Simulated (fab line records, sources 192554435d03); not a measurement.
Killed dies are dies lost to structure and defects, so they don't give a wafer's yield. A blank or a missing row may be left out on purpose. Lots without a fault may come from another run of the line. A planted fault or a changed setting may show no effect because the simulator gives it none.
Chamber matching | flow n5_finfet | N5_DUMMY_GATE_STRIP_40 on rie_diel-04: 4 sister chambers
The step strips in CF4. 7 wafers are shown with their chamber, then 7 later ones without.

WAFERS WITH THEIR CHAMBER
wafer  | chamber | throttle_valve_pct (%) | drypump_motor_current_A (A)
L082.1 | 0       | 13.76                  | 5.6
L082.3 | 2       | 12.95                  | 6.2
L084.2 | 1       | 13.83                  | 6.3
L084.4 | 3       | 13.87                  | 5.9
L084.6 | 0       | 13.75                  | 5.6
L094.1 | 1       | 13.87                  | 6.2
L094.5 | 3       | 13.89                  | 5.9

WAFERS WITHOUT THEIR CHAMBER
wafer  | throttle_valve_pct (%) | drypump_motor_current_A (A)
L094.6 | 13.80                  | 5.6
L095.2 | 13.90                  | 5.9
L095.3 | 13.79                  | 5.6
L095.4 | 13.87                  | 6.3
L096.1 | 13.81                  | 5.6
L096.2 | 12.99                  | 6.2
L096.4 | 13.80                  | 5.6

WHICH CHAMBER EACH WENT THROUGH
wafer  | from the rows above | in truth
L094.6 | 0                   | 0
L095.2 | 3                   | 3
L095.3 | 0                   | 0
L095.4 | 1                   | 1
L096.1 | 0                   | 0
L096.2 | 2                   | 2
L096.4 | 0                   | 0
Placed correctly: 7 of 7. Can't be placed from these rows: 0. Placed wrongly: 0.
How it was worked out, from the rows above alone: a wafer's distance from a chamber is the root of the sum, over the readings, of the square of ((its reading less the chamber's mean) divided by the reading's scatter). The wafer belongs to the nearest chamber; if the next one is less than 2 further off, it can't be placed. A chamber's mean is the mean of its shown wafers. The scatter: the root of (the sum of the squares of (reading less its chamber's mean) over the shown wafers, divided by (wafers less chambers)).
